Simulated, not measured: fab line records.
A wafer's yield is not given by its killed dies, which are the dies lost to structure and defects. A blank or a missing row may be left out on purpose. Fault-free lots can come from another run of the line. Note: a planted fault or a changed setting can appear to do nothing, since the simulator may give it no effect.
Matching of chambers / flow nand harc / NHARC_P_STI_DESCUM_14 on rie diel-06: 4 sister chambers
The step chemistry O2, time 3 s. 18 wafers are shown with their chamber, then 9 later ones without.

WAFERS WITH THEIR CHAMBER
wafer=L075.3; chamber=0; rf vpp V (V)=58.7; throttle valve pct (%)=11.307; oes product au (a.u.)=0.988
wafer=L075.4; chamber=2; rf vpp V (V)=57.6; throttle valve pct (%)=11.316; oes product au (a.u.)=1.000
wafer=L075.5; chamber=0; rf vpp V (V)=57.4; throttle valve pct (%)=11.310; oes product au (a.u.)=0.986
wafer=L079.1; chamber=3; rf vpp V (V)=55.7; throttle valve pct (%)=11.307; oes product au (a.u.)=0.995
wafer=L079.2; chamber=0; rf vpp V (V)=58.8; throttle valve pct (%)=11.312; oes product au (a.u.)=0.989
wafer=L079.6; chamber=1; rf vpp V (V)=57.0; throttle valve pct (%)=11.306; oes product au (a.u.)=0.991
wafer=L080.1; chamber=2; rf vpp V (V)=56.9; throttle valve pct (%)=11.308; oes product au (a.u.)=1.000
wafer=L080.4; chamber=1; rf vpp V (V)=57.2; throttle valve pct (%)=11.317; oes product au (a.u.)=1.000
wafer=L080.5; chamber=3; rf vpp V (V)=56.4; throttle valve pct (%)=11.325; oes product au (a.u.)=0.991
wafer=L087.1; chamber=1; rf vpp V (V)=57.3; throttle valve pct (%)=11.315; oes product au (a.u.)=0.990
wafer=L087.2; chamber=0; rf vpp V (V)=58.3; throttle valve pct (%)=11.313; oes product au (a.u.)=1.011
wafer=L087.5; chamber=3; rf vpp V (V)=58.2; throttle valve pct (%)=11.333; oes product au (a.u.)=0.996
wafer=L089.1; chamber=3; rf vpp V (V)=58.5; throttle valve pct (%)=11.305; oes product au (a.u.)=0.985
wafer=L089.3; chamber=0; rf vpp V (V)=57.8; throttle valve pct (%)=11.303; oes product au (a.u.)=0.998
wafer=L089.6; chamber=2; rf vpp V (V)=58.2; throttle valve pct (%)=11.317; oes product au (a.u.)=0.993
wafer=L091.3; chamber=2; rf vpp V (V)=58.2; throttle valve pct (%)=11.309; oes product au (a.u.)=0.996
wafer=L091.5; chamber=1; rf vpp V (V)=58.1; throttle valve pct (%)=11.318; oes product au (a.u.)=0.996
wafer=L091.6; chamber=2; rf vpp V (V)=59.0; throttle valve pct (%)=11.312; oes product au (a.u.)=1.001

SIGNATURES, as means of the wafers listed above
reading=rf vpp V; chamber 0=58.200; chamber 1=57.400; chamber 2=57.980; chamber 3=57.200; scatter within a chamber=0.851
reading=throttle valve pct; chamber 0=11.30900; chamber 1=11.31400; chamber 2=11.31240; chamber 3=11.31750; scatter within a chamber=0.00748
reading=oes product au; chamber 0=0.99440; chamber 1=0.99425; chamber 2=0.99800; chamber 3=0.99175; scatter within a chamber=0.00663
Rule: distance of a wafer from a chamber = root of the sum over the readings of ((wafer's reading minus chamber's mean) / reading's scatter) squared. If the next closest chamber is less than 2 further off than the closest, the wafer can't be placed; otherwise it belongs to the closest. The scatter is the square root of a quotient: the sum, over the shown wafers, of each reading's squared deviation from its chamber's mean, divided by wafers minus chambers.

WAFERS MISSING THEIR CHAMBER
wafer=L095.2; rf vpp V (V)=57.7; throttle valve pct (%)=11.308; oes product au (a.u.)=1.000
wafer=L095.3; rf vpp V (V)=57.0; throttle valve pct (%)=11.299; oes product au (a.u.)=1.002
wafer=L095.4; rf vpp V (V)=58.4; throttle valve pct (%)=11.316; oes product au (a.u.)=1.002
wafer=L096.1; rf vpp V (V)=57.9; throttle valve pct (%)=11.314; oes product au (a.u.)=1.004
wafer=L096.2; rf vpp V (V)=56.8; throttle valve pct (%)=11.316; oes product au (a.u.)=0.996
wafer=L096.3; rf vpp V (V)=56.8; throttle valve pct (%)=11.295; oes product au (a.u.)=1.001
wafer=L097.1; rf vpp V (V)=57.5; throttle valve pct (%)=11.312; oes product au (a.u.)=1.005
wafer=L097.5; rf vpp V (V)=57.9; throttle valve pct (%)=11.302; oes product au (a.u.)=1.004
wafer=L097.6; rf vpp V (V)=57.2; throttle valve pct (%)=11.314; oes product au (a.u.)=0.997

EACH ONE'S CHAMBER
wafer=L095.2; from the rows above=can't be placed: 2 or 0 or 1 or 3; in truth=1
wafer=L095.3; from the rows above=can't be placed: 2 or 0 or 1 or 3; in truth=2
wafer=L095.4; from the rows above=can't be placed: 2 or 0 or 1 or 3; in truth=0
wafer=L096.1; from the rows above=can't be placed: 2 or 1 or 0 or 3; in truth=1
wafer=L096.2; from the rows above=can't be placed: 1 or 3 or 2 or 0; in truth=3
wafer=L096.3; from the rows above=can't be placed: 0 or 2 or 1 or 3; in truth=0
wafer=L097.1; from the rows above=can't be placed: 2 or 1 or 0 or 3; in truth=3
wafer=L097.5; from the rows above=can't be placed: 2 or 0 or 1 or 3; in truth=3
wafer=L097.6; from the rows above=can't be placed: 1 or 3 or 2 or 0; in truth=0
Placed correctly: 0 of 9. Not placeable from these rows: 9 (in 9, the candidates include the true chamber). Placed wrongly: 0.
